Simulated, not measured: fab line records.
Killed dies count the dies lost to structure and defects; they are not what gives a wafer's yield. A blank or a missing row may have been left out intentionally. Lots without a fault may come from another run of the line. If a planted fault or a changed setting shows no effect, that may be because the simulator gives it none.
fab line records	flow nandHarc
record: lots: 6	wafers: 18	lastDay: 33
route steps=1302 shown P_CONTACT@225 END@1302
lots that met no fault: taken from a fault-free run of the same line
startH: hours from the record's first day to the start of the lot's first wafer shown	waitH: time in hours since the lot's previous step	" as in the row above	L1.1+2: several wafers, shown together as one row	- no value, or no start was given	* or withheld: withheld	< > ~ a bound
route shown NAME@n: a module of which the file shows steps, and the number in the route of the first	usual: mean/standard deviation taken from wafers without a fault	same: alike in all rows	chamber/n: place in a boat	sites: the reading at each site	_std_site: their standard deviation	_edge_site: inner sites' mean taken away from outer sites' mean	radiusMm: how far each site lies from the wafer's centre	mask NAME#n: copy n	behind: the most recent tool/chamber to have shaped the wafer	hold: cause of the lot's hold/its duration in hours/its outcome	device: which transistor (n, p or np) failed to switch	end of line: at the end of the route, the tests of the same wafers	a step given without rows: its recipe and nothing more	killed: at the first sort, the dies lost to defects and structure; wafer yield is something else	map: a wafer's dies, x killed, . not, _ none there
set.NAME: the setting the step ran with; set.NAME@STEP: the setting that earlier step ran with	model.NAME: the simulator's own value behind a step, which no gauge read
certain route steps with their lots: each step a table, each wafer a row
services: a tool's chamber out of use, with start hour (startH, from the record's first day; less than 0 if before it), hours out, and reason
== steps ==
step: NHARC_P_CONTACT_COAT_34
recipe: tempC: 225	timeS: 65
step: NHARC_P_CONTACT_COAT_06
recipe: spinRpm: 1500	resistThkNm: 90
step: NHARC_P_CONTACT_SOFTBAKE_07
recipe: tempC: 105	timeS: 55
step: NHARC_P_CONTACT_EBR_08
step: NHARC_P_CONTACT_EXPOSE_09
recipe: na: 1.35	targetCdNm: 90	doseMj: 81.26	maskId: P_CA
step: NHARC_P_CONTACT_PEB_10
recipe: pebTempC: 100	pebTimeS: 65
step: NHARC_P_CONTACT_DEVELOP_11
recipe: developTimeS: 35	devTempC: 23
step: NHARC_P_CONTACT_CD_MEAS_12
recipe: targetCdNm: 90	landingEnergyEv: 500
usual: cdNm: 90.3/0.71
lot.wafer	tool	chamber	startH	waitH	cdNm
L741.1	cdSem-03	0	136.51	-	89.6
L741.3	"	0	"	"	90.4
L741.4	"	0	"	"	90.6
L745.1	cdSem-03	0	185.16	-	90.7
L745.4	"	0	"	"	89.9
L745.6	"	0	"	"	90.9
L753.1	cdSem-02	0	269.23	-	88.9
L753.4	"	0	"	"	89.7
L753.6	"	0	"	"	90.3
L755.1	cdSem-01	0	280.04	-	90.2
L755.3	"	0	"	"	89.9
L755.4	"	0	"	"	90.5
L758.2	cdSem-01	0	310.16	-	90.5
L758.3	"	0	"	"	90.8
L758.5	"	0	"	"	90.6
L761.2	cdSem-01	0	335.23	-	89.4
L761.5	"	0	"	"	89.9
L761.6	"	0	"	"	89.6
step: NHARC_P_CONTACT_OVL_MEAS_13
usual: overlayXNm: -0.3/1	overlayYNm: -0.1/0.63
lot.wafer	tool	chamber	startH	waitH	overlayXNm	overlayYNm
L741.1	overlay-01	-	136.60	-	0.9	-0.1
L741.3	"	-	"	"	0.4	0.6
L741.4	"	-	"	"	0.3	0.2
L745.1	overlay-02	-	185.25	-	0.9	0.1
L745.4	"	-	"	"	1.1	-0.2
L745.6	"	-	"	"	1.4	0.5
L753.1	overlay-02	-	269.32	-	-0.6	1.1
L753.4	"	-	"	"	-0.6	0.4
L753.6	"	-	"	"	-0.5	0.6
L755.1	overlay-02	-	280.13	-	-1.1	0.4
L755.3	"	-	"	"	-0.5	0.0
L755.4	"	-	"	"	-1.0	0.2
L758.2	overlay-02	-	310.25	-	0.1	0.9
L758.3	"	-	"	"	-0.6	0.2
L758.5	"	-	"	"	-0.1	0.6
L761.2	overlay-02	-	335.31	-	-0.4	-1.6
L761.5	"	-	"	"	-0.2	-0.6
L761.6	"	-	"	"	0.0	-0.9
step: NHARC_P_CONTACT_INSPECT_14
usual: rawDefectCount: 4.3/2.6
lot.wafer	tool	chamber	startH	waitH	rawDefectCount
L741.1	defectInspect-01	-	136.63	0.0	2
L741.3	"	-	"	"	7
L741.4	"	-	"	"	4
L745.1	defectInspect-02	-	185.29	0.0	2
L745.4	"	-	"	"	3
L745.6	"	-	"	"	1
L753.1	defectInspect-02	-	269.35	0.0	2
L753.4	"	-	"	"	2
L753.6	"	-	"	"	3
L755.1	defectInspect-01	-	280.17	0.0	6
L755.3	"	-	"	"	5
L755.4	"	-	"	"	5
L758.2	defectInspect-02	-	310.29	0.0	7
L758.3	"	-	"	"	7
L758.5	"	-	"	"	7
L761.2	defectInspect-02	-	335.35	0.0	2
L761.5	"	-	"	"	5
L761.6	"	-	"	"	11
step: NHARC_P_CONTACT_DESCUM_17
recipe: timeS: 3	o2FlowSccm: 200	arFlowSccm: 0	biasPowerW: 0	chemistry: O2
usual: drypumpMotorCurrentA: 5.9/0.52	oesProductAu: 1.000/0.0097	rfVppV: 58.0/0.96	showerheadPlenumPTorr: 1.92/0.085	throttleValvePct: 11.313/0.0097
lot.wafer	tool	chamber	startH	waitH	drypumpMotorCurrentA	oesProductAu	rfHoursCounterH	rfVppV	showerheadPlenumPTorr	throttleValvePct
L741.4	rieDiel-08	1	136.69	0.1	5.9	0.990	3.2	56.7	1.98	11.308
L741.3	"	2	"	"	4.7	0.990	0.8	60.1	2.02	11.319
L741.1	"	0	"	"	6.1	1.009	1.9	56.7	1.81	11.320
L745.1	rieDiel-08	3	185.35	0.1	6.6	1.015	4.4	59.6	1.86	11.320
L745.4	"	1	"	"	6.0	1.011	4.4	57.9	1.98	11.340
L745.6	"	0	"	"	6.1	1.003	-	55.8	1.81	11.298
L753.1	rieDiel-08	0	269.42	0.1	6.1	1.007	1.3	57.8	1.81	11.309
L753.4	"	1	"	"	6.0	0.998	1.1	57.3	1.98	11.313
L753.6	"	3	"	"	6.6	1.011	-	57.5	1.86	11.310
L755.4	rieDiel-08	1	280.23	0.1	6.0	0.998	1.5	57.0	1.98	11.317
L755.1	"	2	"	"	4.7	0.993	1.6	59.5	2.02	11.327
L755.3	"	0	"	"	6.0	1.002	1.8	57.5	1.81	11.329
L758.3	rieDiel-04	2	310.35	0.1	5.9	1.001	4.0	56.9	2.01	11.307
L758.2	"	1	"	"	6.4	1.003	1.8	58.1	1.99	11.302
L758.5	"	2	"	"	5.9	0.997	-	58.4	2.01	11.331
L761.2	rieDiel-04	3	335.41	0.1	6.1	0.983	4.6	57.8	1.90	11.322
L761.6	"	3	"	"	6.1	0.994	-	57.0	1.90	11.324
L761.5	"	0	"	"	5.6	1.005	-	59.3	1.96	11.311
step: NHARC_P_CONTACT_ETCH_35
recipe: targetDepthA: 390	overEtchFrac: 0.3	timeS: 65	ionEnergyEv: 80	cf4FlowSccm: 150	arFlowSccm: 0	rfW: 300	biasW: 100	chemistry: CF4
usual: drypumpMotorCurrentA: 5.9/0.49	oesProductAu: 0.999/0.011	rfVppV: 151.3/1.3	showerheadPlenumPTorr: 1.77/0.071	throttleValvePct: 13.284/0.0099
lot.wafer	tool	chamber	startH	waitH	drypumpMotorCurrentA	oesProductAu	rfHoursCounterH	rfVppV	showerheadPlenumPTorr	throttleValvePct
L741.1	rieDiel-08	3	136.79	0.1	6.6	1.008	3.1	151.7	1.72	13.286
L741.4	"	0	"	"	6.1	1.026	2.0	150.9	1.68	13.278
L741.3	"	1	"	"	5.9	1.005	3.2	152.5	1.82	13.290
L745.1	rieDiel-08	2	185.44	0.1	4.7	0.977	2.1	151.7	1.86	13.282
L745.4	"	3	"	"	6.6	1.009	4.4	149.8	1.72	13.287
L745.6	"	1	"	"	6.0	0.999	-	151.9	1.82	13.271
L753.4	rieDiel-08	1	269.51	0.1	5.9	0.994	1.2	153.5	1.82	13.284
L753.1	"	2	"	"	4.8	1.008	1.2	152.3	1.86	13.281
L753.6	"	3	"	"	6.6	1.004	-	150.0	1.72	13.282
L755.1	rieDiel-08	0	280.31	0.1	6.1	1.008	1.8	149.1	1.68	13.272
L755.4	"	1	"	"	5.9	1.000	1.5	151.4	1.82	13.280
L755.3	"	3	"	"	6.6	0.989	1.9	151.4	1.72	13.280
L758.3	rieDiel-04	0	310.44	0.1	5.6	0.997	3.4	151.8	1.81	13.291
L758.2	"	1	"	"	6.4	0.998	1.8	152.1	1.84	13.280
L758.5	"	0	"	"	5.6	1.003	-	151.8	1.81	13.286
L761.2	rieDiel-04	1	335.51	0.1	6.4	0.998	2.6	152.0	1.83	13.283
L761.5	"	3	"	"	6.1	0.984	-	151.5	1.76	13.288
L761.6	"	0	"	"	5.6	1.005	-	150.9	1.81	13.283
step: NHARC_P_CONTACT_ETCH_36
recipe: targetDepthA: 2600	overEtchFrac: 0.25	timeS: 406.25	ionEnergyEv: 200	n2FlowSccm: 150	h2FlowSccm: 150	arFlowSccm: 0	rfW: 400	biasW: 150	chemistry: N2/H2
usual: drypumpMotorCurrentA: 5.9/0.51	oesProductAu: 1.000/0.01	rfVppV: 430.6/2.7	showerheadPlenumPTorr: 2.05/0.091	throttleValvePct: 14.171/0.0094
lot.wafer	tool	chamber	startH	waitH	drypumpMotorCurrentA	oesProductAu	rfHoursCounterH	rfVppV	showerheadPlenumPTorr	throttleValvePct
L741.1	rieDiel-08	3	136.87	-	6.6	1.003	3.1	428.0	1.98	14.196
L741.4	"	0	"	"	6.0	1.016	2.0	427.3	1.92	14.190
L741.3	"	2	"	"	4.8	0.992	0.9	433.7	2.16	14.174
L745.4	rieDiel-08	2	185.55	-	4.7	0.987	2.2	431.3	2.16	14.177
L745.1	"	3	"	"	6.6	1.019	4.4	429.0	1.98	14.168
L745.6	"	1	"	"	5.9	0.998	-	434.4	2.11	14.170
L753.4	rieDiel-08	3	269.59	-	6.6	0.848	1.5	429.3	1.98	14.180
L753.1	"	2	"	"	4.7	0.835	1.3	433.2	2.16	14.182
L753.6	"	0	"	"	6.0	0.837	-	427.3	1.92	14.168
L755.3	rieDiel-08	3	280.44	-	6.6	0.837	1.9	429.7	1.98	14.179
L755.4	"	0	"	"	6.1	0.839	1.8	427.3	1.92	14.174
L755.1	"	1	"	"	6.0	0.834	1.6	432.2	2.11	14.169
L758.2	rieDiel-04	2	310.52	-	5.9	0.991	4.0	436.1	2.15	14.165
L758.3	"	3	"	"	6.2	0.988	4.1	429.2	2.03	14.185
L758.5	"	3	"	"	6.1	0.990	-	430.1	2.03	14.197
L761.2	rieDiel-04	1	335.65	-	6.4	1.007	2.7	433.7	2.13	14.153
L761.6	"	3	"	"	6.1	0.997	-	430.3	2.03	14.180
L761.5	"	0	"	"	5.6	0.994	-	432.7	2.09	14.156
step: NHARC_P_CONTACT_ETCH_18
recipe: targetDepthA: 4810	timeS: 240.5	c4f8FlowSccm: 20	o2FlowSccm: 10	arFlowSccm: withheld	rfW: 600	biasW: 1500	chemistry: C4F8/O2/Ar
usual: oesProductAu: 0.958/0.02	rfVppV: 978/5.7
lot.wafer	tool	chamber	startH	waitH	oesProductAu	rfHoursCounterH	rfVppV
L741.1	rieDiel-08	0	-	-	0.983	2.2	970
L741.3	"	1	"	"	0.961	3.3	983
L741.4	"	2	"	"	0.943	1.0	987
L745.4	rieDiel-08	3	-	-	0.966	4.5	975
L745.1	"	0	"	"	0.972	3.4	970
L745.6	"	0	"	"	0.968	-	971
L753.1	rieDiel-08	1	-	-	0.975	1.3	982
L753.4	"	2	"	"	0.973	1.4	986
L753.6	"	1	"	"	0.970	-	982
L755.3	rieDiel-08	0	-	-	0.964	1.9	972
L755.1	"	1	"	"	0.946	1.7	983
L755.4	"	2	"	"	0.930	1.9	985
L758.2	rieDiel-04	1	-	-	0.931	2.0	983
L758.3	"	2	"	"	0.926	4.2	984
L758.5	"	2	"	"	0.914	-	984
L761.2	rieDiel-04	0	-	-	0.923	4.3	981
L761.5	"	3	"	"	0.916	-	977
L761.6	"	0	"	"	0.927	-	980
step: NHARC_END_SORT_01
recipe: tempC: 25
usual: killedAtArray: 59/24	killedAtOther: 0.7/1.2	killedAtPeriphery: 3.5/2.6	killedDies: 63/24	killedOpen: 3.2/2.1	killedShort: 2.4/1.5
same: grossDies: 677
lot.wafer	tool	chamber	startH	waitH	hold	killedAtArray	killedAtOther	killedAtPeriphery	killedDies	killedOpen	killedShort
L741.1	prober-01	0	581.48	2.5	-	54	0	2	56	5	0
L741.3	prober-01	0	583.08	3.1	-	69	0	6	75	4	2
L741.4	prober-01	0	583.89	3.4	-	54	0	7	61	8	2
L745.1	prober-01	0	624.44	2.5	-	104	2	2	108	8	0
L745.4	prober-01	0	626.83	3.4	-	98	0	5	103	1	3
L745.6	prober-01	0	628.42	4.0	-	100	4	0	104	6	0
L753.1	prober-02	0	707.85	2.5	awaitDispo/3.7h/scrap	50	0	626	676	5	3
L753.4	prober-02	0	710.28	3.4	awaitDispo/3.7h/scrap	45	1	630	676	2	1
L753.6	prober-02	0	711.91	4.1	awaitDispo/3.7h/scrap	45	0	628	673	3	2
L755.1	prober-02	0	766.60	2.5	awaitDispo/2.7h/scrap	71	0	603	674	0	2
L755.3	prober-02	0	768.20	3.1	awaitDispo/2.7h/scrap	75	0	602	677	5	1
L755.4	prober-02	0	769.00	3.4	awaitDispo/2.7h/scrap	75	0	602	677	4	3
L758.2	prober-02	0	783.03	2.8	-	37	6	8	51	1	4
L758.3	prober-02	0	783.83	3.1	-	42	2	8	52	4	1
L758.5	prober-02	0	785.42	3.7	-	38	3	5	46	0	1
L761.2	prober-01	0	790.91	2.8	-	69	0	3	72	1	5
L761.5	prober-01	0	793.29	3.7	-	59	1	4	64	1	2
L761.6	prober-01	0	794.08	4.0	-	66	0	8	74	2	2
killed by level:class
L741.1 A_CHANNEL_HOLE_D1:chamberFilmFlake=26 A_SLIT:chamberFilmFlake=17 A_STAIRCASE:chamberFilmFlake=3 A_ONON_D2:geometricParticle:open=2 A_CHANNEL_HOLE_D2:chamberFilmFlake=2 P_GATE:geometricParticle:open=1 A_M0:geometricParticle:open=1 A_WL_FILL:geometricParticle:open=1
L741.3 A_CHANNEL_HOLE_D1:chamberFilmFlake=35 A_SLIT:chamberFilmFlake=16 A_CHANNEL_HOLE_D2:chamberFilmFlake=5 A_CONTACT:chamberFilmFlake=5 A_M0:geometricParticle:open=2 P_GATE:chamberFilmFlake=2 A_STAIRCASE:chamberFilmFlake=2 A_M1:chamberFilmFlake=2
L741.4 A_CHANNEL_HOLE_D1:chamberFilmFlake=25 A_SLIT:chamberFilmFlake=14 A_CHANNEL_HOLE_D2:chamberFilmFlake=4 P_M1:chamberFilmFlake=2 P_STI:geometricParticle:open=1 P_CONTACT:geometricParticle:open=1 P_M0:geometricParticle:open=1 P_M1:geometricParticle:open=1
L745.1 A_CHANNEL_HOLE_D1:chamberFilmFlake=34 A_CHANNEL_HOLE_D2:chamberFilmFlake=31 A_SLIT:chamberFilmFlake=29 P_CONTACT:geometricParticle:open=1 A_ONON_D1:geometricParticle:open=1 A_CHANNEL_FILL_D1:geometricParticle:open=1 A_DECK1_JOINT:geometricParticle:open=1 A_CHANNEL_FILL_D2:geometricParticle:open=1
L745.4 A_CHANNEL_HOLE_D1:chamberFilmFlake=34 A_SLIT:chamberFilmFlake=32 A_CHANNEL_HOLE_D2:chamberFilmFlake=26 P_BONDPAD:chamberFilmFlake=2 P_M0:geometricParticle:short=1 P_M1:geometricParticle:short=1 A_SGD_CUT:geometricParticle:open=1 A_WL_FILL:geometricParticle:short=1
L745.6 A_CHANNEL_HOLE_D2:chamberFilmFlake=34 A_CHANNEL_HOLE_D1:chamberFilmFlake=33 A_SLIT:chamberFilmFlake=22 THIN_TSV:chamberFilmFlake=4 A_ONON_D1:geometricParticle:open=2 A_CHANNEL_FILL_D1:geometricParticle:open=2 A_ZERO_WELL:chamberFilmFlake=2 A_CONTACT:chamberFilmFlake=2
L753.1 P_CONTACT:areaEtch=622 A_CHANNEL_HOLE_D1:chamberFilmFlake=35 A_SLIT:chamberFilmFlake=4 A_ZERO_WELL:chamberFilmFlake=3 A_ONON_D1:geometricParticle:open=2 P_CONTACT:geometricParticle:short=1 P_M0:geometricParticle:open=1 P_M2:geometricParticle:open=1
L753.4 P_CONTACT:areaEtch=630 A_CHANNEL_HOLE_D1:chamberFilmFlake=30 A_ZERO_WELL:chamberFilmFlake=3 A_STAIRCASE:chamberFilmFlake=3 A_SLIT:chamberFilmFlake=3 A_CONTACT:chamberFilmFlake=2 A_SOURCE_PLATE:geometricParticle:short=1 A_ONON_D2:geometricParticle:open=1
L753.6 P_CONTACT:areaEtch=627 A_CHANNEL_HOLE_D1:chamberFilmFlake=32 A_SLIT:chamberFilmFlake=4 A_ONON_D1:geometricParticle:short=1 A_CHANNEL_FILL_D2:geometricParticle:short=1 A_SGD_CUT:geometricParticle:open=1 A_CONTACT:geometricParticle:open=1 A_M0:geometricParticle:open=1
L755.1 P_CONTACT:areaEtch=602 A_CHANNEL_HOLE_D1:chamberFilmFlake=35 A_CHANNEL_HOLE_D2:chamberFilmFlake=21 A_CONTACT:chamberFilmFlake=9 A_SLIT:chamberFilmFlake=3 A_ONON_D1:geometricParticle:short=1 A_ONON_D2:geometricParticle:short=1 P_ZERO_WELL:chamberFilmFlake=1
L755.3 P_CONTACT:areaEtch=598 A_CHANNEL_HOLE_D1:chamberFilmFlake=38 A_CHANNEL_HOLE_D2:chamberFilmFlake=23 A_CONTACT:chamberFilmFlake=6 A_SLIT:chamberFilmFlake=3 A_BLC:geometricParticle:open=2 P_GATE:chamberFilmFlake=2 P_CONTACT:geometricParticle:open=1
L755.4 P_CONTACT:areaEtch=594 A_CHANNEL_HOLE_D1:chamberFilmFlake=32 A_CHANNEL_HOLE_D2:chamberFilmFlake=24 A_CONTACT:chamberFilmFlake=12 A_DECK1_JOINT:geometricParticle:short=2 P_STI:chamberFilmFlake=2 P_GATE:chamberFilmFlake=2 A_SLIT:chamberFilmFlake=2
L758.2 A_CHANNEL_HOLE_D1:chamberFilmFlake=16 A_CONTACT:chamberFilmFlake=8 THIN_TSV:chamberFilmFlake=5 P_ZERO_WELL:chamberFilmFlake=4 A_SLIT:chamberFilmFlake=4 P_M1:chamberFilmFlake=3 A_STAIRCASE:chamberFilmFlake=3 A_CHANNEL_FILL_D2:geometricParticle:short=2
L758.3 A_CHANNEL_HOLE_D1:chamberFilmFlake=15 A_SLIT:chamberFilmFlake=10 A_CONTACT:chamberFilmFlake=8 A_STAIRCASE:chamberFilmFlake=6 A_M1:geometricParticle:open=2 P_ZERO_WELL:chamberFilmFlake=2 P_GATE:chamberFilmFlake=2 P_M0:geometricParticle:open=1
L758.5 A_CHANNEL_HOLE_D1:chamberFilmFlake=12 A_CONTACT:chamberFilmFlake=9 A_SLIT:chamberFilmFlake=7 P_GATE:chamberFilmFlake=3 A_DECK1_JOINT:chamberFilmFlake=3 A_STAIRCASE:chamberFilmFlake=3 THIN_TSV:chamberFilmFlake=3 A_BONDPAD:chamberFilmFlake=2
L761.2 A_SLIT:chamberFilmFlake=23 A_CHANNEL_HOLE_D2:chamberFilmFlake=21 A_CHANNEL_HOLE_D1:chamberFilmFlake=12 A_CONTACT:chamberFilmFlake=6 A_WL_FILL:geometricParticle:short=2 P_GATE:geometricParticle:short=1 A_CHANNEL_HOLE_D2:geometricParticle:short=1 A_CHANNEL_FILL_D2:geometricParticle:short=1
L761.5 A_CHANNEL_HOLE_D1:chamberFilmFlake=18 A_SLIT:chamberFilmFlake=18 A_CHANNEL_HOLE_D2:chamberFilmFlake=18 P_STI:chamberFilmFlake=3 A_CONTACT:chamberFilmFlake=2 P_CONTACT:geometricParticle:short=1 A_ONON_D1:geometricParticle:open=1 A_WL_FILL:geometricParticle:short=1
L761.6 A_CHANNEL_HOLE_D2:chamberFilmFlake=22 A_SLIT:chamberFilmFlake=19 A_CHANNEL_HOLE_D1:chamberFilmFlake=14 A_CONTACT:chamberFilmFlake=5 P_STI:chamberFilmFlake=4 A_ONON_D1:geometricParticle:short=2 P_ZERO_WELL:chamberFilmFlake=2 A_CHANNEL_FILL_D2:chamberFilmFlake=2
map L753.1 (x killed, . not)
____________x____________
_________xxxxxxx_________
_______xxxxxxxxxxx_______
______xxxxxxxxxxxxx______
_____xxxxxxxxxxxxxxx_____
____xxxxxxxxxxxxxxxxx____
____xxxxxxxxxxxxxxxxx____
___xxxxxxxxxxxxxxxxxxx___
___xxxxxxxxxxxxxxxxxxx___
__xxxxxxxxxxxxxxxxxxxxx__
__xxxxxxxxxxxxxxxxxxxxx__
_xxxxxxxxxxxxxxxxxxxxxxx_
_xxxxxxxxxxxxxxxxxxxxxxx_
_xxxxxxxxxxxxxxxxxxxxxxx_
_xxxxxxxxxxxxxxxxxxxxxxx_
_xxxxxxxxxxxxxxxxxxxxxxx_
xxxxxxxxxxxxxxxxxxxxxxxxx
xxxxxxxxxxxxxxxxxxxxxxxxx
xxxxxxxxxxxxxxxxxxxxxxxxx
xxxxxxxxxxxxxxxxxxxxxxxxx
xxxxxxxxxxxxxxxxxxxxxxxxx
_xxxxxxxxxxxxxxxxxxxxxxx_
_xxxxxxxxxxxxxxxxxxxxxxx_
_xxxxxxxxxxxxxxxxxxxxxxx_
_xxxxxxxxxxxxxxxxxxxxxxx_
_xxxxxxxxxxxxxxxxxxxxxxx_
__xxxxxxxxxxxxxxxxxxxxx__
__xxxxxxxxxxxxxxxxxxxx.__
___xxxxxxxxxxxxxxxxxxx___
___xxxxxxxxxxxxxxxxxxx___
____xxxxxxxxxxxxxxxxx____
____xxxxxxxxxxxxxxxxx____
_____xxxxxxxxxxxxxxx_____
______xxxxxxxxxxxxx______
_______xxxxxxxxxxx_______
_________xxxxxxx_________
____________x____________
map L755.3 (x killed, . not)
____________x____________
_________xxxxxxx_________
_______xxxxxxxxxxx_______
______xxxxxxxxxxxxx______
_____xxxxxxxxxxxxxxx_____
____xxxxxxxxxxxxxxxxx____
____xxxxxxxxxxxxxxxxx____
___xxxxxxxxxxxxxxxxxxx___
___xxxxxxxxxxxxxxxxxxx___
__xxxxxxxxxxxxxxxxxxxxx__
__xxxxxxxxxxxxxxxxxxxxx__
_xxxxxxxxxxxxxxxxxxxxxxx_
_xxxxxxxxxxxxxxxxxxxxxxx_
_xxxxxxxxxxxxxxxxxxxxxxx_
_xxxxxxxxxxxxxxxxxxxxxxx_
_xxxxxxxxxxxxxxxxxxxxxxx_
xxxxxxxxxxxxxxxxxxxxxxxxx
xxxxxxxxxxxxxxxxxxxxxxxxx
xxxxxxxxxxxxxxxxxxxxxxxxx
xxxxxxxxxxxxxxxxxxxxxxxxx
xxxxxxxxxxxxxxxxxxxxxxxxx
_xxxxxxxxxxxxxxxxxxxxxxx_
_xxxxxxxxxxxxxxxxxxxxxxx_
_xxxxxxxxxxxxxxxxxxxxxxx_
_xxxxxxxxxxxxxxxxxxxxxxx_
_xxxxxxxxxxxxxxxxxxxxxxx_
__xxxxxxxxxxxxxxxxxxxxx__
__xxxxxxxxxxxxxxxxxxxxx__
___xxxxxxxxxxxxxxxxxxx___
___xxxxxxxxxxxxxxxxxxx___
____xxxxxxxxxxxxxxxxx____
____xxxxxxxxxxxxxxxxx____
_____xxxxxxxxxxxxxxx_____
______xxxxxxxxxxxxx______
_______xxxxxxxxxxx_______
_________xxxxxxx_________
____________x____________
== services ==
tool	chamber	startH	hours	kind
rieDiel-08	0	120.83	-	clean
rieDiel-08	1	120.83	-	clean
rieDiel-08	2	120.83	-	clean
rieDiel-08	3	120.83	-	clean
rieDiel-08	0	145.33	-	clean
rieDiel-08	1	145.33	-	clean
rieDiel-08	2	145.33	-	clean
rieDiel-08	3	145.33	-	clean
rieDiel-08	0	169.83	-	clean
rieDiel-08	1	169.83	-	clean
rieDiel-08	2	169.83	-	clean
rieDiel-08	3	169.83	-	clean
rieDiel-04	-	177.90	9.0	pm
rieDiel-08	-	190.80	9.0	pm
rieDiel-08	0	190.80	9.0	ventCycle
rieDiel-08	1	190.80	9.0	ventCycle
rieDiel-08	2	190.80	9.0	ventCycle
rieDiel-08	3	190.80	9.0	ventCycle
rieDiel-04	1	198.84	58.3	repair
rieDiel-08	0	199.80	-	clean
rieDiel-08	1	199.80	-	clean
rieDiel-08	2	199.80	-	clean
rieDiel-04	0	261.35	9.3	repair
rieDiel-08	2	309.89	3.1	repair
== key ==
firstSign: step: NHARC_P_CONTACT_ETCH_36	reading: oesProductAu	direction: down	sigmas: 16	usual: 1.000	struck: 0.838
effect: step: NHARC_END_SORT_01	reading: killedAtPeriphery	direction: up	sigmas: 99+	usual: 3.5	struck: 615.2
moreKillsBornAt: NHARC_P_CONTACT_ETCH_36@rieDiel-08: 3673
metAt NHARC_P_CONTACT_ETCH_36
struckWafers L753.1,L753.4,L753.6,L755.1,L755.3,L755.4
laterRowsLeftOut L753.1,L753.4,L753.6,L755.1,L755.3,L755.4
testerLeftOut L753,L755
onsetBetween 185.55 269.59
fault: kind: processParameterDrift	tool: rieDiel-08	chamber: -	onsetH: 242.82	steps: NHARC_P_CONTACT_ETCH_36	channel: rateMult	offset: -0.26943	shape: step	endH: 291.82
testerLeftOut: of these lots the tester's yield and bins aren't shown, on N5 and GAA mostly nor the transistor test; their killed dies are dies lost to structure and defects alone, not to doping, threshold or leakage, so they don't give the yield
laterRowsLeftOut: the simulator's readings of these wafers behind a module that went badly wrong aren't trusted and aren't shown, but for the sort
